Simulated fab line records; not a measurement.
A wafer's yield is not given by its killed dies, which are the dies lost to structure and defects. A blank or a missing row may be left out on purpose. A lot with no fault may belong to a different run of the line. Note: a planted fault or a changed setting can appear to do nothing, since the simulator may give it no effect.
fab line records	flow n5_finfet
[record] lots = 10	wafers = 30	last_day = 19
route steps=1938 shown BEOL_M11@1591 BEOL_M12@1633
lots untouched by any fault: they come from a run of this same line in which no faults occurred
start_h: start of the lot's first displayed wafer, in hours after the record's first day	wait_h: hours elapsed since this lot's preceding step	" unchanged from the row above	L1.1+2: a single row standing in for several wafers	- either no value or no given start	* or withheld: withheld	< > ~ a bound
route shown NAME@n: names a module that has steps shown in the file, with the first one's number in the route	usual: mean and standard deviation over wafers with no fault	same: alike in all rows	chamber/n: place in a boat	sites: the reading at each site	_std_site: how widely they spread, as a standard deviation	_edge_site: the outer-site mean with the inner-site mean subtracted	radius_mm: for every site, how far away it sits from the centre of the wafer	mask NAME#n: copy n	behind: the most recent tool/chamber to have shaped the wafer	hold: cause of the lot's hold/its duration in hours/its outcome	device: transistor that didn't switch, given as n, p or np	end of line: tests of these same wafers at the route's end	where a step has no rows: the recipe by itself	killed: dies that structure and defects cost at the first sort, which is not the same as the wafer's yield	map: a wafer's dies, marking killed ones x, the rest . and places with no die _
set.NAME: the setting that was run; set.NAME@STEP: the one run at that earlier step	model.NAME: the simulator's own value behind a step, which no gauge read
the route's steps for a sample of lots (tables are steps, rows are wafers)
services: the hour from which a tool's chamber was out of use, counted from the record's first day as start_h (under 0 if before that day), plus the number of hours and why
[[steps]]
[step N5_BEOL_M11_SURFACE_TREAT_76]
[recipe] gas = Ar	time_s = *	ion_energy_ev = *	ion_current_ma_cm2 = 0.5	pressure_mtorr = *	ar_flow_sccm = 30
[usual] throttle_valve_pct = *
lot.wafer	tool	chamber	start_h	wait_h	throttle_valve_pct
L499.1	pvd_sputter-03	-	231.88	0.2	*
L499.2	"	-	"	"	*
L499.6	"	-	"	"	*
L502.2	pvd_sputter-02	-	254.13	1.6	*
L502.3	"	-	"	"	*
L502.5	"	-	"	"	*
L500.2	pvd_sputter-01	-	261.20	1.7	*
L500.3	"	-	"	"	*
L500.5	"	-	"	"	*
L504.1	pvd_sputter-01	-	268.45	0.2	*
L504.3	"	-	"	"	*
L504.4	"	-	"	"	*
L503.3	pvd_sputter-02	-	268.77	0.2	*
L503.4	"	-	"	"	*
L503.6	"	-	"	"	*
L507.1	pvd_sputter-03	-	294.07	1.3	*
L507.2	"	-	"	"	*
L507.4	"	-	"	"	*
L508.1	pvd_sputter-01	-	305.77	0.2	*
L508.4	"	-	"	"	*
L508.5	"	-	"	"	*
L505.3	pvd_sputter-02	-	306.27	0.2	*
L505.4	"	-	"	"	*
L505.5	"	-	"	"	*
L514.2	pvd_sputter-01	-	350.31	0.2	*
L514.4	"	-	"	"	*
L514.5	"	-	"	"	*
L522.2	pvd_sputter-03	-	401.63	0.4	*
L522.4	"	-	"	"	*
L522.6	"	-	"	"	*
[step N5_BEOL_M12_OVL_MEAS_29]
[recipe] points_per_wafer = 44
[usual] M12_OVL = 1/5.6
lot.wafer	tool	chamber	start_h	wait_h	M12_OVL[nm]
L499.1	overlay-01	0	234.72	0.0	1
L499.2	"	0	"	"	0
L499.6	"	0	"	"	-1
L502.2	overlay-02	0	257.09	0.0	3
L502.3	"	0	"	"	0
L502.5	"	0	"	"	0
L500.2	overlay-01	0	264.33	0.0	2
L500.3	"	0	"	"	3
L500.5	"	0	"	"	-1
L504.1	overlay-02	0	271.43	0.0	4
L504.3	"	0	"	"	4
L504.4	"	0	"	"	7
L503.3	overlay-01	0	271.64	0.0	-17
L503.4	"	0	"	"	-2
L503.6	"	0	"	"	-1
L507.1	overlay-01	0	296.88	0.0	-2
L507.2	"	0	"	"	6
L507.4	"	0	"	"	1
L508.1	overlay-01	0	308.61	0.0	10
L508.4	"	0	"	"	6
L508.5	"	0	"	"	11
L505.3	overlay-02	0	309.56	0.0	-11
L505.4	"	0	"	"	5
L505.5	"	0	"	"	-3
L514.2	overlay-02	0	353.45	0.0	3
L514.4	"	0	"	"	5
L514.5	"	0	"	"	3
L522.2	overlay-01	0	405.51	0.0	12
L522.4	"	0	"	"	9
L522.6	"	0	"	"	7
[step N5_BEOL_M12_ETCH_68]
[recipe] chemistry = N2/H2	target = SOC	mask_material = SiARC	source_w = 3000	bias_w = 350	temp_c = 40	time_s = 285	ion_energy_ev = 200	pressure_mtorr = 30	n2_flow_sccm = 200	h2_flow_sccm = 200
[usual] bias_w = 350.3/0.91	drypump_motor_current_A = 5.5/0.31	oes_product_au = 0.82/0.087	rf_vpp_V = 524.2/2.6	showerhead_plenum_p_Torr = 2.55/0.095	throttle_valve_pct = 17.66/0.24
lot.wafer	tool	chamber	start_h	wait_h	bias_w	drypump_motor_current_A	oes_product_au	rf_hours_counter_h	rf_vpp_V	showerhead_plenum_p_Torr	throttle_valve_pct
L499.1	rie_diel-03	3	235.08	0.1	351.1	5.4	0.83	75	524.5	2.57	17.78
L499.2	"	2	"	"	350.1	4.9	0.89	39	527.7	2.70	17.80
L499.6	"	0	"	"	350.2	5.8	0.90	-	524.7	2.60	17.29
L502.2	rie_diel-04	2	257.42	0.1	349.3	5.4	0.92	25	523.2	2.48	17.19
L502.3	"	3	"	"	351.0	5.2	0.72	203	522.8	2.54	17.95
L502.5	"	1	"	"	351.6	5.9	0.71	-	519.9	2.41	17.75
L500.2	rie_diel-03	2	264.57	0.1	348.8	4.9	0.86	48	528.2	2.70	17.80
L500.3	"	0	"	"	350.1	5.8	0.88	41	525.2	2.59	17.29
L500.5	"	0	"	"	349.4	5.9	0.87	-	525.3	2.59	17.30
L504.1	rie_diel-01	3	271.67	0.1	348.6	5.3	0.83	69	521.1	2.46	17.48
L504.3	"	2	"	"	349.9	5.8	0.72	212	521.2	2.41	17.87
L504.4	"	2	"	"	350.2	5.8	0.71	-	519.9	2.41	17.86
L503.3	rie_diel-04	3	271.88	0.1	349.8	5.2	0.71	209	524.3	2.53	17.95
L503.4	"	1	"	"	350.4	5.9	0.70	-	519.6	2.41	17.75
L503.6	"	3	"	"	348.9	5.2	0.71	-	523.4	2.53	17.95
L507.1	rie_diel-04	3	297.12	0.1	350.6	5.2	0.71	220	522.1	2.53	17.97
L507.2	"	2	"	"	350.6	5.4	0.93	29	521.5	2.48	17.20
L507.4	"	1	"	"	350.7	5.9	0.68	-	519.6	2.40	17.78
L508.1	rie_diel-01	3	308.85	0.1	352.1	5.2	0.81	85	520.9	2.45	17.50
L508.4	"	3	"	"	351.6	5.3	0.81	-	522.5	2.46	17.52
L508.5	"	1	"	"	348.6	5.6	0.96	-	528.7	2.71	17.27
L505.3	rie_diel-04	1	309.83	0.1	349.5	5.9	0.68	248	520.8	2.40	17.80
L505.4	"	2	"	"	349.2	5.4	0.91	-	522.9	2.48	17.20
L505.5	"	1	"	"	350.3	5.9	0.69	-	520.8	2.40	17.80
L514.2	rie_diel-03	1	353.69	0.1	386.1	5.8	0.89	39	559.8	2.59	17.76
L514.4	"	2	"	"	349.1	4.9	0.84	77	526.1	2.69	17.86
L514.5	"	3	"	"	350.0	5.4	0.79	-	523.9	2.56	17.85
L522.2	rie_diel-01	1	405.75	0.1	351.9	5.6	0.88	45	527.5	2.69	17.36
L522.4	"	3	"	"	350.4	5.3	0.77	121	520.9	2.44	17.56
L522.6	"	0	"	"	349.8	5.3	0.89	-	525.3	2.59	17.53
[step N5_BEOL_M12_ETCH_38]
[recipe] chemistry = CF4/N2	target = SiCN	target_depth_a = 687	taper_deg = 2	time_s = 73.4	ion_energy_ev = 150	mask_material = SiO2	pressure_mtorr = 40	source_w = 430	bias_w = 70	Ar_flow_sccm = 100	cf4_flow_sccm = 60	n2_flow_sccm = 60
[usual] bias_w = 70.01/0.19	drypump_motor_current_A = 5.51/0.27	oes_product_au = 0.83/0.091	rf_vpp_V = 382.7/2	showerhead_plenum_p_Torr = 2.21/0.083	throttle_valve_pct = 15.27/0.24
lot.wafer	tool	chamber	start_h	wait_h	bias_w	drypump_motor_current_A	oes_product_au	rf_hours_counter_h	rf_vpp_V	showerhead_plenum_p_Torr	throttle_valve_pct
L499.1	rie_diel-01	0	236.10	-	69.97	5.34	0.68	227	383.1	2.26	15.49
L499.2	"	1	"	"	69.58	5.63	0.67	244	379.9	2.08	15.49
L499.6	"	0	"	"	70.21	5.33	0.68	-	383.4	2.26	15.50
L502.2	rie_diel-04	2	258.48	-	69.90	5.38	0.92	26	380.9	2.16	14.99
L502.3	"	3	"	"	70.09	5.22	0.72	203	380.9	2.18	15.49
L502.5	"	0	"	"	70.14	5.52	0.69	-	381.3	2.18	15.49
L500.2	rie_diel-03	3	267.04	-	69.86	5.43	0.82	85	382.1	2.22	15.37
L500.3	"	0	"	"	70.13	5.85	0.85	42	382.7	2.24	14.88
L500.5	"	0	"	"	69.85	5.86	0.86	-	384.9	2.24	14.88
L504.1	rie_diel-01	3	273.83	-	70.03	5.23	0.83	71	380.5	2.13	15.29
L504.3	"	0	"	"	70.19	5.33	0.67	244	384.6	2.26	15.52
L504.4	"	2	"	"	70.41	5.77	0.72	-	381.1	2.10	15.64
L503.3	rie_diel-04	0	274.32	-	70.08	5.52	0.68	253	382.1	2.17	15.49
L503.4	"	3	"	"	69.79	5.20	0.71	-	380.9	2.18	15.49
L503.6	"	0	"	"	69.77	5.53	0.69	-	382.7	2.17	15.49
L507.1	rie_diel-01	1	306.14	-	70.11	5.64	0.96	5	386.1	2.34	14.99
L507.2	"	3	"	"	70.34	5.23	0.82	84	380.4	2.13	15.31
L507.4	"	3	"	"	70.02	5.25	0.81	-	383.5	2.13	15.30
L508.1	rie_diel-04	3	309.54	-	70.15	5.22	0.70	224	381.9	2.18	15.52
L508.4	"	2	"	"	69.97	5.41	0.91	-	380.8	2.16	15.00
L508.5	"	1	"	"	70.11	5.91	0.69	-	380.5	2.10	15.58
L505.3	rie_diel-01	1	313.28	-	69.98	5.66	0.95	8	385.6	2.34	15.00
L505.4	"	3	"	"	69.77	5.26	0.82	87	381.2	2.13	15.31
L505.5	"	3	"	"	70.07	5.25	0.81	-	380.9	2.13	15.30
L514.2	rie_diel-04	1	356.66	-	70.14	5.92	0.95	6	386.8	2.36	15.14
L514.4	"	2	"	"	69.86	5.38	0.88	50	380.0	2.15	15.04
L514.5	"	0	"	"	70.05	5.51	0.94	-	382.9	2.17	15.00
L522.2	rie_diel-01	3	409.95	-	69.88	5.24	0.77	122	381.8	2.11	15.37
L522.4	"	2	"	"	69.92	5.77	0.95	5	385.9	2.35	15.23
L522.6	"	1	"	"	69.66	5.63	0.88	-	385.2	2.32	15.10
[[services]]
tool	chamber	start_h	hours	kind
rie_diel-04	1	232.60	8.5	repair
rie_diel-01	3	236.72	4.0	repair
rie_diel-01	1	259.55	-	clean
rie_diel-01	1	259.55	-	consumable_replace:focus_ring
rie_diel-01	1	259.55	-	consumable_replace:showerhead
rie_diel-01	1	259.55	32.3	scheduled_down
rie_diel-01	1	259.55	32.3	vent_cycle
rie_diel-04	2	262.52	29.1	repair
rie_diel-03	0	285.15	18.7	repair
rie_diel-04	0	291.63	-	clean
rie_diel-04	0	291.63	-	consumable_replace:focus_ring
rie_diel-04	0	291.63	22.6	scheduled_down
rie_diel-04	0	291.63	22.6	vent_cycle
rie_diel-01	0	291.88	-	clean
rie_diel-01	0	291.88	-	consumable_replace:focus_ring
rie_diel-01	0	291.88	17.7	scheduled_down
rie_diel-01	0	291.88	17.7	vent_cycle
rie_diel-04	1	314.27	-	clean
rie_diel-04	1	314.27	-	consumable_replace:focus_ring
rie_diel-04	1	314.27	-	consumable_replace:showerhead
rie_diel-03	2	360.21	3.0	repair
pvd_sputter-01	-	370.77	4.7	repair
rie_diel-04	3	400.12	6.5	repair
rie_diel-03	-	404.61	0.9	repair
[[key]]
[first_sign] step = N5_BEOL_M12_ETCH_68	reading = bias_w	direction = up	sigmas = 39	usual = *	struck = *
[effect] step = N5_BEOL_M12_ETCH_68	reading = rf_vpp_V	direction = up	sigmas = 14	usual = 524.2	struck = 559.8
met_at N5_BEOL_M12_ETCH_68
struck_lots L514
struck_wafers L514.2
not_acting_at N5_BEOL_M11_SURFACE_TREAT_76,N5_BEOL_M12_OVL_MEAS_29,N5_BEOL_M12_ETCH_38
[fault] kind = process_parameter_drift	tool = rie_diel-03	chamber = 1	onset_h = 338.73	steps = N5_BEOL_M12_ETCH_68	channel = bias_w	offset = *	shape = step	end_h = 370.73	acts_in = *	stated = *
